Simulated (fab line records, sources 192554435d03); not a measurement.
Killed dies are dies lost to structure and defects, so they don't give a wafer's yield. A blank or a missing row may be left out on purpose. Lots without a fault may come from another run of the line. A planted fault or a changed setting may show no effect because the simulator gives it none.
fab line records | flow n5_finfet
record lots=7 wafers=18 last_day=19
route steps=1938 shown BEOL_M3@969 BEOL_M4@1111 PASSIVATION@1936
lots that met no fault: from a run of the same line without faults
start_h: hours from the record's first day to the start of the lot's first wafer shown | wait_h: hours since the lot's step before | " the same as in the row above | L1.1+2: a row that stands for several wafers | - no value, or no start given | * or withheld: withheld | < > ~ a bound
route shown NAME@n: a module of which the file shows steps, and the number in the route of the first | usual: mean/standard deviation of fault-free wafers | same: alike in all rows | chamber/n: place in a boat | sites: the reading at each site | _std_site: their standard deviation | _edge_site: outer sites' mean less inner sites' | radius_mm: how far each site lies from the wafer's centre | mask NAME#n: copy n | behind: the tool/chamber that last shaped the wafer | hold: why the lot was held/for how many hours/how that ended | device: the transistor (n, p or np) that didn't switch | end of line: the same wafers' tests at the end of the route | a step without rows: its recipe alone | killed: dies lost to structure and defects at the first sort, not the wafer's yield | map: a wafer's dies, x killed, . not, _ none there
set.NAME: the setting as run; set.NAME@STEP: as run at that earlier step | model.NAME: the simulator's own value behind a step, which no gauge read
lots at some steps of the route; a table a step, a row a wafer
services: from which hour (start_h, from the record's first day; less than 0 if before it) a tool's chamber was out of use, for how many hours, and why
## steps
# step N5_BEOL_M3_DESCUM_33
# recipe chemistry=O2 time_s=7 source_power_w=50 bias_power_w=20 pressure_mtorr=20 rf_frequency_hz=2.712e+07 temp_c=40 resist=CAR-EUV o2_flow_sccm=225
# usual chamber_pressure_mTorr=19.999/0.017 drypump_motor_current_A=5.5/0.47 oes_product_au=0.82/0.088 rf_fwd_power_W=49.24/0.27 rf_vpp_V=243.0/1.3 showerhead_plenum_p_Torr=2.08/0.072 temp_c=40.00/0.12 throttle_valve_pct=20.44/0.2
# columns lot.wafer tool chamber start_h wait_h chamber_pressure_mTorr drypump_motor_current_A oes_product_au rf_fwd_power_W rf_hours_counter_h rf_vpp_V showerhead_plenum_p_Torr temp_c throttle_valve_pct
L328.1 rie_diel-04 3 174.51 0.0 19.985 6.4 0.76 49.00 142 242.7 2.07 39.93 20.51
L328.2 " 0 " " 19.995 5.3 0.93 49.32 13 244.9 2.10 40.09 20.25
L328.3 " 2 " " 20.021 4.7 0.71 49.27 206 240.3 1.99 40.11 20.40
L332.1 rie_diel-04 2 187.05 0.0 19.994 4.7 0.70 49.35 210 241.7 1.98 40.15 20.40
L332.6 " 0 " " 19.995 5.3 0.92 49.41 - 242.6 2.10 39.91 20.24
L335.1 rie_diel-03 0 202.73 0.0 19.997 5.0 0.91 49.48 31 244.1 2.21 39.88 20.22
L335.6 " 2 " " 19.991 5.1 0.80 48.69 - 244.1 2.09 39.81 20.34
L337.3 rie_diel-01 1 235.08 0.2 19.985 5.1 0.72 49.33 - 240.2 1.98 39.93 20.78
L337.4 " 2 " " 20.000 5.4 0.88 49.64 - 242.1 2.04 40.13 20.27
L347.3 rie_diel-01 3 284.93 0.0 19.982 5.6 0.88 49.31 39 244.1 2.15 39.93 20.14
L347.5 " 1 " " 20.024 5.1 0.71 49.05 - 240.5 1.98 40.16 20.81
L347.6 " 0 " " 20.031 5.3 0.92 49.57 - 245.1 2.23 39.79 20.45
L348.2 rie_diel-03 3 294.76 0.0 20.006 6.2 0.81 49.39 69 242.7 2.03 40.05 20.47
L348.4 " 0 " " 19.984 5.0 0.90 49.51 44 246.5 2.21 39.85 20.23
L348.6 " 3 " " 19.980 6.2 0.81 49.28 - 241.9 2.03 40.09 20.47
L349.1 rie_diel-03 3 297.36 0.0 20.007 6.2 0.82 49.26 70 244.0 2.03 40.00 20.47
L349.2 " 0 " " 20.022 5.0 0.90 49.70 44 246.2 2.21 40.01 20.23
L349.6 " 1 " " 19.996 5.6 0.71 49.24 - 242.2 2.08 39.92 20.80
# step N5_BEOL_M3_ETCH_77
# recipe chemistry=N2/H2 target=underlayer target_depth_a=65 mask_material=CAR-EUV time_s=5.2 ion_energy_ev=200 pressure_mtorr=30 source_w=840 bias_w=150 n2_flow_sccm=200 h2_flow_sccm=200 ends=cleared
# usual chamber_pressure_mTorr=30.00/0.04 drypump_motor_current_A=5.5/0.47 etch_rf_on_time_s=5.22/0.16 oes_product_au=0.70/0.077 rf_fwd_power_W=819.5/2.5 rf_vpp_V=523.6/2.7 showerhead_plenum_p_Torr=2.52/0.083 throttle_valve_pct=17.88/0.29
# columns lot.wafer tool chamber start_h wait_h chamber_pressure_mTorr drypump_motor_current_A etch_rf_on_time_s oes_product_au rf_fwd_power_W rf_hours_counter_h rf_vpp_V showerhead_plenum_p_Torr throttle_valve_pct
L328.1 rie_diel-04 3 174.55 0.0 29.99 6.4 5.10 0.65 822.5 142 523.9 2.56 18.21
L328.2 " 0 " " 30.06 5.3 5.07 0.81 820.4 13 524.0 2.60 17.87
L328.3 " 2 " " 29.96 4.7 5.39 0.60 817.8 206 519.5 2.44 18.02
L332.1 rie_diel-04 2 187.09 0.0 30.04 4.7 5.52 0.58 822.9 210 519.6 2.43 18.01
L332.6 " 0 " " 30.02 5.2 5.15 0.79 821.1 - 524.2 2.59 17.87
L335.1 rie_diel-03 0 202.76 0.0 30.05 5.0 5.14 0.78 816.7 31 529.0 2.67 17.37
L335.6 " 2 " " 29.95 5.0 5.19 0.69 818.3 - 523.8 2.57 17.88
L337.3 rie_diel-01 1 235.12 0.0 30.09 5.1 5.45 0.61 820.3 - 520.1 2.41 18.19
L337.4 " 2 " " 30.00 5.5 5.30 0.74 817.4 - 523.1 2.46 17.56
L347.3 rie_diel-01 3 284.97 0.0 30.05 5.6 4.95 0.78 818.9 39 525.2 2.56 17.32
L347.5 " 1 " " 30.03 5.1 5.49 0.59 812.9 - 521.8 2.40 18.25
L347.6 " 0 " " 29.99 5.3 5.21 0.75 820.5 - 526.6 2.69 17.77
L348.2 rie_diel-03 3 294.79 0.0 30.00 6.2 5.15 0.70 817.9 69 521.1 2.47 17.87
L348.4 " 0 " " 30.05 5.0 5.18 0.76 822.5 44 531.8 2.66 17.38
L348.6 " 3 " " 30.01 6.2 5.10 0.69 822.0 - 521.6 2.47 17.87
L349.1 rie_diel-03 3 297.40 0.0 29.96 6.2 5.14 0.69 816.7 70 522.8 2.47 17.88
L349.2 " 0 " " 29.97 5.0 5.22 0.76 814.8 44 528.8 2.66 17.39
L349.6 " 1 " " 29.99 5.6 5.00 0.61 815.8 - 524.1 2.51 18.15
# step N5_BEOL_M3_ETCH_69
# recipe chemistry=CF4 target=SiARC target_depth_a=156 mask_material=CAR-EUV time_s=26 ion_energy_ev=80 pressure_mtorr=40 source_w=545 bias_w=36 Ar_flow_sccm=100 cf4_flow_sccm=100 ends=cleared
# step N5_BEOL_M3_ALD_98
# recipe material=SiO2 target_thk_a=25 temp_c=100 ald_precursor_family=BDEAS ald_co_reactant=O2-plasma pulse_time_s=1 co_reactant_pulse_time_s=1 purge_time_s=2 co_reactant_purge_time_s=2 ald_cycles=17 pressure_torr=2
# step N5_BEOL_M3_ETCHBACK_99
# recipe chemistry=CHF3 target=SiO2 target_depth_a=50 time_s=10.4 source_w=215 bias_w=47 Ar_flow_sccm=200 CHF3_flow_sccm=12 ion_energy_ev=100 pressure_mtorr=30
# step N5_BEOL_M3_ETCH_70
# recipe chemistry=N2/H2 target=SOC target_depth_a=800 overetch_a=160 mask_material=SiARC temp_c=40 time_s=120 ion_energy_ev=200 pressure_mtorr=30 source_w=840 bias_w=150 n2_flow_sccm=200 h2_flow_sccm=200
# usual chamber_pressure_mTorr=30.002/0.026 drypump_motor_current_A=5.4/0.42 oes_product_au=0.63/0.065 rf_fwd_power_W=835.3/2.8 rf_vpp_V=523.9/2.9 showerhead_plenum_p_Torr=2.54/0.098 temp_c=40.02/0.11 throttle_valve_pct=17.8/0.31
# columns lot.wafer tool chamber start_h wait_h chamber_pressure_mTorr drypump_motor_current_A oes_product_au rf_fwd_power_W rf_hours_counter_h rf_vpp_V showerhead_plenum_p_Torr temp_c throttle_valve_pct
L328.1 rie_diel-04 0 187.20 0.0 30.000 5.3 0.71 831.9 18 526.7 2.59 39.98 17.8
L328.2 " 2 " " 30.013 4.7 0.55 834.2 210 519.5 2.43 39.94 18.0
L328.3 " 1 " " 29.919 5.7 0.60 832.3 139 523.0 2.53 40.01 17.8
L332.1 rie_diel-01 0 196.44 0.0 29.996 5.3 0.73 836.2 4 529.4 2.71 40.02 17.7
L332.6 " 2 " " 30.000 5.4 0.71 840.8 - 522.4 2.47 40.11 17.5
L335.1 rie_diel-01 1 208.07 0.0 30.006 5.1 0.57 833.5 167 521.4 2.42 40.11 18.1
L335.6 " 3 " " 30.024 5.6 0.71 830.4 - 525.6 2.57 40.18 17.2
L337.3 rie_diel-01 1 240.70 0.0 29.990 5.1 0.56 834.3 180 520.3 2.41 40.01 18.2
L337.4 " 0 " " 30.081 5.3 0.71 834.3 - 528.5 2.70 40.00 17.7
L348.2 rie_diel-01 0 295.72 0.0 29.983 5.3 0.67 838.3 38 526.5 2.69 40.04 17.7
L348.4 " 3 " " 29.961 5.6 0.67 836.7 44 524.6 2.56 40.05 17.3
L348.6 " 1 " " 29.968 5.1 0.55 837.1 - 520.1 2.40 39.90 18.2
L347.3 rie_diel-03 1 301.40 0.0 30.015 5.6 0.54 839.6 220 522.9 2.51 40.09 18.1
L347.5 " 1 " " 29.964 5.6 0.55 833.9 - 522.9 2.51 40.25 18.1
L347.6 " 0 " " 29.992 5.0 0.68 839.0 - 528.8 2.66 40.23 17.3
L349.1 rie_diel-01 3 318.98 0.0 29.989 5.6 0.66 833.4 51 525.1 2.55 40.07 17.3
L349.2 " 0 " " 30.038 5.3 0.66 837.5 45 527.6 2.69 40.21 17.7
L349.6 " 0 " " 29.990 5.3 0.66 838.0 - 529.3 2.69 40.25 17.7
# step N5_BEOL_M3_STRIP_71
# recipe chemistry=N2/H2 temp_c=40 n2_flow_sccm=200 h2_flow_sccm=200 rf_frequency_hz=6e+07
# step N5_BEOL_M3_STRIP_78
# recipe chemistry=N2/H2 temp_c=40 n2_flow_sccm=200 h2_flow_sccm=200 rf_frequency_hz=6e+07
# step N5_BEOL_M3_VIA_ETCH_34
# recipe chemistry=C4F6/O2 target_depth_a=694 mask_material=SOC pressure_mtorr=15 ion_energy_ev=250 taper_deg=4 time_s=65.9 source_w=350 bias_w=170 Ar_flow_sccm=300 C4F6_flow_sccm=10 O2_flow_sccm=10
# usual chamber_pressure_mTorr=14.999/0.015 drypump_motor_current_A=5.4/0.42 oes_product_au=0.83/0.091 rf_fwd_power_W=346.7/1.4 rf_vpp_V=672/18 showerhead_plenum_p_Torr=2.84/0.1 throttle_valve_pct=30.8/0.45
# columns lot.wafer tool chamber start_h wait_h chamber_pressure_mTorr drypump_motor_current_A oes_product_au rf_fwd_power_W rf_hours_counter_h rf_vpp_V showerhead_plenum_p_Torr throttle_valve_pct
L328.1 rie_diel-04 0 187.30 0.0 14.994 5.3 0.93 346.5 18 679 2.91 31.0
L328.2 " 2 " " 15.000 4.8 0.69 344.5 210 644 2.66 30.3
L328.3 " 1 " " 14.994 5.6 0.79 344.9 139 677 2.83 30.7
L332.1 rie_diel-01 0 196.54 0.0 14.995 5.4 0.97 347.9 4 693 2.98 30.4
L332.6 " 2 " " 14.973 5.5 0.91 346.8 - 702 2.76 30.5
L335.1 rie_diel-01 1 208.17 0.0 15.013 5.1 0.73 345.8 167 672 2.75 31.7
L335.6 " 3 " " 15.031 5.6 0.93 348.4 - 650 2.93 30.5
L337.3 rie_diel-01 1 240.80 0.0 14.991 5.1 0.72 347.4 180 672 2.75 31.7
L337.4 " 0 " " 15.005 5.3 0.94 346.2 - 692 2.98 30.4
L348.2 rie_diel-01 0 295.82 0.0 15.007 5.3 0.89 348.0 38 691 2.96 30.4
L348.4 " 3 " " 15.005 5.6 0.89 346.5 44 651 2.91 30.5
L348.6 " 1 " " 15.008 5.1 0.70 346.2 - 671 2.73 31.7
L347.3 rie_diel-03 1 301.50 0.0 14.992 5.6 0.72 348.1 220 676 2.79 30.8
L347.5 " 1 " " 15.022 5.6 0.72 347.4 - 673 2.79 30.8
L347.6 " 0 " " 14.993 5.0 0.90 347.9 - 653 3.00 30.7
L349.1 rie_diel-01 3 319.08 0.0 15.000 5.6 0.88 347.1 51 648 2.91 30.5
L349.2 " 0 " " 15.023 5.4 0.88 347.6 45 691 2.96 30.4
L349.6 " 0 " " 14.990 5.4 0.88 346.7 - 693 2.96 30.4
# step N5_BEOL_M3_STRIP_83
# recipe chemistry=C4F6/O2 resist=SiARC rf_frequency_hz=6e+07
# step N5_BEOL_M3_STRIP_36
# recipe chemistry=N2/H2 power_w=450 temp_c=40 pressure_mtorr=20 rf_frequency_hz=6e+07 overash_fraction=0.3 bias_power_w=7 h2_frac=0.5 n2_flow_sccm=200 h2_flow_sccm=200
# usual chamber_pressure_mTorr=20.00/0.032 drypump_motor_current_A=5.4/0.42 oes_product_au=0.83/0.091 rf_vpp_V=59.2/1.4 showerhead_plenum_p_Torr=2.53/0.098 temp_c=40.00/0.11 throttle_valve_pct=23.6/0.4
# columns lot.wafer tool chamber start_h wait_h chamber_pressure_mTorr drypump_motor_current_A oes_product_au rf_hours_counter_h rf_vpp_V showerhead_plenum_p_Torr temp_c throttle_valve_pct
L328.1 rie_diel-04 0 187.36 0.0 19.96 5.3 0.92 18 59.7 2.59 39.85 23.8
L328.2 " 2 " " 20.04 4.7 0.71 210 58.7 2.43 39.92 23.9
L328.3 " 1 " " 20.00 5.7 0.79 139 60.0 2.53 39.92 23.5
L332.1 rie_diel-01 0 196.60 0.0 20.02 5.3 0.99 4 58.8 2.70 40.37 23.5
L332.6 " 2 " " 20.05 5.4 0.92 - 57.8 2.47 39.98 23.5
L335.1 rie_diel-01 1 208.23 0.0 20.02 5.1 0.73 167 59.8 2.41 39.88 24.2
L335.6 " 3 " " 19.99 5.6 0.91 - 57.9 2.57 39.91 23.0
L337.3 rie_diel-01 1 240.86 0.0 19.98 5.1 0.72 180 57.7 2.41 40.01 24.2
L337.4 " 0 " " 19.97 5.4 0.96 - 61.7 2.70 39.97 23.5
L348.2 rie_diel-01 0 295.88 0.0 19.99 5.3 0.91 38 59.9 2.69 40.24 23.5
L348.4 " 3 " " 20.00 5.6 0.88 44 58.9 2.55 40.01 23.0
L348.6 " 1 " " 20.06 5.1 0.71 - 57.5 2.40 40.13 24.2
L347.3 rie_diel-03 1 301.56 0.0 19.97 5.6 0.71 220 60.1 2.51 39.88 24.0
L347.5 " 1 " " 19.99 5.6 0.71 - 58.0 2.51 40.02 24.0
L347.6 " 0 " " 19.94 5.0 0.87 - 57.9 2.66 39.81 23.1
L349.1 rie_diel-01 3 319.14 0.0 19.99 5.6 0.88 51 60.0 2.55 39.82 23.0
L349.2 " 0 " " 19.98 5.3 0.90 45 62.9 2.68 40.02 23.5
L349.6 " 0 " " 20.03 5.3 0.89 - 62.4 2.68 40.17 23.5
# step N5_BEOL_M3_TRENCH_ETCH_37
# recipe chemistry=C4F6/O2 target_depth_a=555.55 target=SiOC time_s=29.2 ion_energy_ev=250 pressure_mtorr=30 source_w=355 bias_w=185 Ar_flow_sccm=300 C4F6_flow_sccm=10 O2_flow_sccm=10
# step N5_BEOL_M3_ETCH_41
# recipe chemistry=CH3F/O2 target=SiCN target_depth_a=299 taper_deg=2 time_s=52.5 ion_energy_ev=120 mask_material=TiN pressure_mtorr=30 source_w=395 bias_w=75 Ar_flow_sccm=150 CH3F_flow_sccm=30 O2_flow_sccm=20
# usual chamber_pressure_mTorr=29.998/0.028 drypump_motor_current_A=5.4/0.43 oes_product_au=0.83/0.092 rf_fwd_power_W=390.7/1.9 rf_vpp_V=297.5/1.7 showerhead_plenum_p_Torr=2.00/0.075 throttle_valve_pct=16.30/0.29
# columns lot.wafer tool chamber start_h wait_h chamber_pressure_mTorr drypump_motor_current_A oes_product_au rf_fwd_power_W rf_hours_counter_h rf_vpp_V showerhead_plenum_p_Torr throttle_valve_pct model.etch.depth_nm
L328.1 rie_diel-04 0 187.43 - 30.029 5.3 0.94 389.9 18 297.1 2.04 16.31 20.15
L328.2 " 2 " " 29.928 4.7 0.69 390.6 210 294.7 1.87 16.18 19.12
L328.3 " 1 " " 29.982 5.7 0.79 391.1 139 295.6 2.00 16.33 19.99
L332.1 rie_diel-01 0 196.67 - 29.998 5.4 0.97 389.8 4 299.8 2.11 16.07 20.2
L332.6 " 2 " " 30.035 5.4 0.71 392.0 - 296.4 1.94 15.95 12.62
L335.1 rie_diel-01 1 208.30 - 29.999 5.1 0.73 390.5 167 296.8 1.93 16.77 19.24
L335.6 " 3 " " 29.962 5.6 0.72 391.5 - 298.7 2.06 15.95 12.93
L337.3 rie_diel-01 1 240.93 - 30.005 5.1 0.72 386.8 180 294.6 1.93 16.82 19.28
L337.4 " 0 " " 30.015 5.3 0.72 391.7 - 301.1 2.10 16.08 12.96
L348.2 rie_diel-01 0 295.95 - 29.977 5.3 0.90 391.8 38 300.6 2.10 16.13 20.55
L348.4 " 3 " " 29.946 5.6 0.89 392.8 44 299.0 2.05 16.00 20.78
L348.6 " 1 " " 30.012 5.1 0.70 391.0 - 295.7 1.92 16.85 19.17
L347.3 rie_diel-03 1 301.63 - 30.013 5.6 0.73 391.3 220 295.9 1.97 16.56 20.35
L347.5 " 1 " " 29.979 5.6 0.71 390.3 - 298.0 1.97 16.55 20.24
L347.6 " 0 " " 29.966 5.0 0.89 393.2 - 301.1 2.11 16.12 20.06
L349.1 rie_diel-01 3 319.21 - 30.023 5.6 0.88 390.9 51 298.6 2.05 16.03 20.76
L349.2 " 0 " " 29.950 5.3 0.89 394.5 45 298.1 2.09 16.17 20.72
L349.6 " 0 " " 29.983 5.4 0.87 392.6 - 301.2 2.09 16.16 20.51
# step N5_BEOL_M3_STRIP_97
# recipe chemistry=N2/H2 time_s=10 power_w=450 temp_c=40 pressure_mtorr=20 rf_frequency_hz=6e+07 bias_power_w=7 n2_flow_sccm=200 h2_flow_sccm=200
# step N5_BEOL_M4_RC_MEAS_101
# usual DIBL_N=36.5/2.2 DIBL_P=36.9/2.9 IOFF_N=0.17/0.044 IOFF_P=0.22/0.052 ION_N=671/16 ION_P=461/10 SS_N=71.6/0.73 SS_P=73.5/0.79 VT_N=250/4.1 VT_P=-250/4.1
# columns lot.wafer tool chamber start_h wait_h DIBL_N[mV/V] DIBL_P[mV/V] IOFF_N[nA/um] IOFF_P[nA/um] ION_N[uA/um] ION_P[uA/um] SS_N[mV/dec] SS_P[mV/dec] VT_N[mV] VT_P[mV]
L328.1 prober-01 0 203.00 0.0 35.3 35.6 0.13 0.19 650 447 71.8 72.9 254 -251
L328.2 " 0 " " 40.3 42.1 0.22 0.30 684 465 72.8 74.7 248 -249
L328.3 " 0 " " 36.6 38.1 0.15 0.23 671 465 71.7 73.6 251 -247
L332.1 prober-01 0 212.77 0.0 36.6 36.5 0.19 0.21 668 452 73.5 74.4 247 -251
L332.6 " 0 " " 36.4 36.8 0.19 0.22 665 454 72.6 74.2 247 -250
L335.1 prober-01 0 233.96 0.0 38.4 38.7 0.22 0.30 677 473 72.2 74.4 243 -245
L335.6 " 0 " " 34.0 32.1 0.13 0.17 680 465 70.7 72.2 250 -254
L337.3 prober-01 0 261.19 0.3 36.3 35.6 0.15 0.17 661 452 71.4 73.6 252 -252
L337.4 " 0 " " 38.8 38.4 0.19 0.21 669 446 72.4 73.8 251 -252
L348.2 prober-01 0 317.98 0.2 39.2 40.9 0.21 0.29 694 475 72.2 74.2 245 -246
L348.4 " 0 " " 36.9 36.9 0.14 0.21 658 456 71.6 73.0 253 -251
L348.6 " 0 " " 37.1 37.6 0.17 0.21 679 466 72.3 73.8 248 -251
L347.3 prober-02 0 318.53 0.3 41.2 40.4 0.23 0.27 689 464 72.2 74.5 246 -247
L347.5 " 0 " " 36.9 34.8 0.13 0.17 645 441 71.2 73.5 254 -253
L347.6 " 0 " " 38.1 36.7 0.14 0.20 657 452 71.9 73.2 254 -252
L349.1 prober-01 0 340.34 0.0 39.0 41.7 0.23 0.29 690 480 73.1 74.8 244 -245
L349.2 " 0 " " 36.1 36.9 0.15 0.20 665 458 72.1 73.8 252 -250
L349.6 " 0 " " 36.4 37.6 0.15 0.21 662 450 71.4 73.3 248 -250
# step N5_PASSIVATION_PROBE_49
# usual defect_limited_yield=91.3/1.4 killed_at_M0_to_M3=36/10 killed_at_M4_up=13/5.4 killed_at_contacts=12/5.3 killed_at_front_end=39/10 killed_at_other=3.2/2.7 killed_dies=103/16 killed_open=68/13 killed_short=33/6.6 sort_bin_5_function=5.1/0.92 sort_bin_6_memory=3.3/0.68 sort_bin_8_speed=0.1/0.41 sort_n_pass=1077/17
# same gross_dies=1180 killed_at_back_side=0 sort_bin_4_leakage[%]=0
# columns lot.wafer tool chamber start_h wait_h defect_limited_yield[%] killed_at_M0_to_M3 killed_at_M4_up killed_at_contacts killed_at_front_end killed_at_other killed_dies killed_open killed_short sort_bin_5_function[%] sort_bin_6_memory[%] sort_bin_8_speed[%] sort_n_pass
L328.1 prober-01 - 307.44 0.2 87.9 39 17 18 67 2 143 98 45 7.4 4.6 0 1037
L328.2 prober-01 - 307.49 0.2 91.9 34 4 15 36 7 96 63 31 4.7 3.1 0 1084
L328.3 prober-01 - 307.54 0.3 92.3 24 16 11 37 3 91 53 37 4.2 3.1 0 1089
L337.4 prober-02 - 380.95 0.2 92.7 32 8 7 28 11 86 61 24 3.8 3.1 0 1094
L347.3 prober-01 - 430.82 0.1 93.5 28 11 5 32 1 77 43 34 4.5 1.9 0 1103
L347.5 prober-01 - 430.92 0.2 93.3 30 4 7 36 2 79 50 29 4.0 2.7 0 1101
L347.6 prober-01 - 430.97 0.3 92.3 33 9 11 35 3 91 56 28 4.3 2.6 0 1089
L348.2 prober-01 - 432.45 0.1 87.9 46 10 24 57 6 143 101 40 6.6 5.1 0 1037
L348.4 prober-01 - 432.55 0.2 87.3 42 11 24 69 4 150 108 42 7.8 4.7 0 1030
L348.6 prober-01 - 432.65 0.3 90.6 40 15 20 32 4 111 86 23 5.3 3.7 0 1069
L349.1 prober-02 - 449.67 0.0 91.9 28 18 16 27 7 96 71 23 4.4 3.3 0 1084
L349.2 prober-02 - 449.72 0.1 92.6 30 9 12 33 3 87 52 35 4.6 2.5 0 1093
L349.6 prober-02 - 449.92 0.3 92.2 40 11 6 35 0 92 57 35 4.8 2.7 0 1088
# killed by level:class
L328.1 STI_FIN_REVEAL:geometric_particle:open=19 BEOL_M0_SAQP:geometric_particle:short=18 FIN_SAQP:geometric_particle:open=16 BEOL_M0_SAQP:geometric_particle:open=14 MOL_CONTACT_COAG:geometric_particle:open=12 BEOL_M4:geometric_particle:open=12 GATE_CUT:geometric_particle:open=7 MOL_CONTACT_COAG:geometric_particle:short=6
L328.2 MOL_CONTACT_COAG:geometric_particle:open=12 BEOL_M0_SAQP:geometric_particle:short=10 FIN_SAQP:geometric_particle:short=9 BEOL_M0_SAQP:geometric_particle:open=9 FIN_SAQP:geometric_particle:open=7 STI_FIN_REVEAL:geometric_particle:open=7 BEOL_M3:geometric_particle:open=5 BEOL_M2:geometric_particle:open=4
L328.3 STI_FIN_REVEAL:geometric_particle:open=12 BEOL_M0_SAQP:geometric_particle:short=12 BEOL_M4:geometric_particle:open=10 MOL_CONTACT_COAG:geometric_particle:open=8 GATE_CUT:geometric_particle:short=6 STARTING-WAFER:geometric_particle:short=6 BEOL_M1:geometric_particle:open=5 FIN_SAQP:geometric_particle:short=3
L337.4 BEOL_M1:geometric_particle:open=11 STI_FIN_REVEAL:geometric_particle:open=10 BEOL_M2:geometric_particle:open=7 FIN_SAQP:geometric_particle:short=6 MOL_CONTACT_COAG:geometric_particle:open=6 BEOL_M0_SAQP:geometric_particle:short=5 BEOL_M3:geometric_particle:open=5 FIN_SAQP:geometric_particle:open=4
L347.3 BEOL_M0_SAQP:geometric_particle:short=9 BEOL_M0_SAQP:geometric_particle:open=8 ILD0:geometric_particle:short=6 BEOL_M1:geometric_particle:open=6 FIN_SAQP:geometric_particle:open=5 GATE_CUT:geometric_particle:short=5 FIN_SAQP:geometric_particle:short=4 ILD0:geometric_particle:open=4
L347.5 BEOL_M0_SAQP:geometric_particle:short=11 BEOL_M0_SAQP:geometric_particle:open=9 FIN_SAQP:geometric_particle:open=8 ILD0:geometric_particle:open=6 MOL_CONTACT_COAG:geometric_particle:open=5 FIN_SAQP:geometric_particle:short=4 STI_FIN_REVEAL:geometric_particle:open=4 STARTING-WAFER:geometric_particle:short=4
L347.6 MOL_CONTACT_COAG:geometric_particle:open=10 BEOL_M1:geometric_particle:open=10 BEOL_M0_SAQP:geometric_particle:short=9 STI_FIN_REVEAL:geometric_particle:open=7 ILD0:geometric_particle:open=6 BEOL_M0_SAQP:geometric_particle:open=6 HKMG_FIN:area_etch=6 BEOL_M1:geometric_particle:short=5
L348.2 STI_FIN_REVEAL:geometric_particle:open=25 MOL_CONTACT_COAG:geometric_particle:open=20 BEOL_M0_SAQP:geometric_particle:short=10 BEOL_M1:geometric_particle:open=10 BEOL_M0_SAQP:geometric_particle:open=8 BEOL_M2:geometric_particle:open=8 BEOL_M3:geometric_particle:open=6 STI_FIN_REVEAL:geometric_particle:short=5
L348.4 STI_FIN_REVEAL:geometric_particle:open=30 MOL_CONTACT_COAG:geometric_particle:open=21 BEOL_M3:geometric_particle:open=12 STI_FIN_REVEAL:geometric_particle:short=9 FIN_SAQP:geometric_particle:open=8 DUMMY_GATE:geometric_particle:open=7 BEOL_M2:geometric_particle:open=7 BEOL_M0_SAQP:geometric_particle:open=6
L348.6 MOL_CONTACT_COAG:geometric_particle:open=17 STI_FIN_REVEAL:geometric_particle:open=9 BEOL_M2:geometric_particle:open=9 BEOL_M3:geometric_particle:open=9 BEOL_M1:geometric_particle:open=8 BEOL_M5:geometric_particle:open=8 DUMMY_GATE:geometric_particle:open=4 GATE_CUT:geometric_particle:open=4
L349.1 MOL_CONTACT_COAG:geometric_particle:open=15 BEOL_M3:geometric_particle:open=9 GATE_CUT:geometric_particle:short=6 BEOL_M4:geometric_particle:open=6 STI_FIN_REVEAL:geometric_particle:open=5 BEOL_M5:geometric_particle:open=4 GATE_CUT:geometric_particle:open=4 BEOL_M0_SAQP:geometric_particle:open=4
L349.2 BEOL_M0_SAQP:geometric_particle:open=8 MOL_CONTACT_COAG:geometric_particle:open=7 FIN_SAQP:geometric_particle:short=6 BEOL_M0_SAQP:geometric_particle:short=6 FIN_SAQP:geometric_particle:open=5 STI_FIN_REVEAL:geometric_particle:open=5 MOL_CONTACT_COAG:geometric_particle:short=5 DUMMY_GATE:geometric_particle:open=4
L349.6 BEOL_M0_SAQP:geometric_particle:short=14 BEOL_M0_SAQP:geometric_particle:open=9 GATE_CUT:geometric_particle:open=6 DUMMY_GATE:geometric_particle:open=5 MOL_CONTACT_COAG:geometric_particle:open=5 GATE_CUT:geometric_particle:short=4 STARTING-WAFER:geometric_particle:open=4 BEOL_M1:geometric_particle:open=4
## services
# columns tool chamber start_h hours kind
rie_diel-04 0 152.81 8.1 repair
rie_diel-01 0 153.30 - clean
rie_diel-01 0 153.30 - consumable_replace:focus_ring
rie_diel-01 0 153.30 - consumable_replace:showerhead
rie_diel-01 0 153.30 29.5 scheduled_down
rie_diel-01 0 153.30 29.5 vent_cycle
rie_diel-04 - 167.56 0.5 repair
rie_diel-01 0 223.37 15.1 repair
rie_diel-01 3 232.64 22.4 repair
rie_diel-03 - 244.35 28.1 pm
rie_diel-03 - 274.37 14.6 pm
rie_diel-04 2 292.60 - clean
rie_diel-04 2 292.60 - consumable_replace:focus_ring
rie_diel-04 2 292.60 - consumable_replace:showerhead
rie_diel-04 2 292.60 22.2 scheduled_down
rie_diel-04 2 292.60 22.2 vent_cycle
rie_diel-03 - 302.43 0.1 repair
rie_diel-04 - 305.71 4.3 pm
rie_diel-01 - 311.69 0.4 repair
## key
first_sign none at tools or gauges
model_effect step=N5_BEOL_M3_ETCH_41 value=etch.depth_nm without=20.19 struck=12.84
met_at N5_BEOL_M3_ETCH_41
struck_wafers L332.6,L335.6,L337.4
fault kind=process_parameter_drift tool=rie_diel-01 chamber=- onset_h=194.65 steps=N5_BEOL_M3_ETCH_41 channel=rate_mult offset=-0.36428 shape=step end_h=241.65 scope=struck_wafers_only
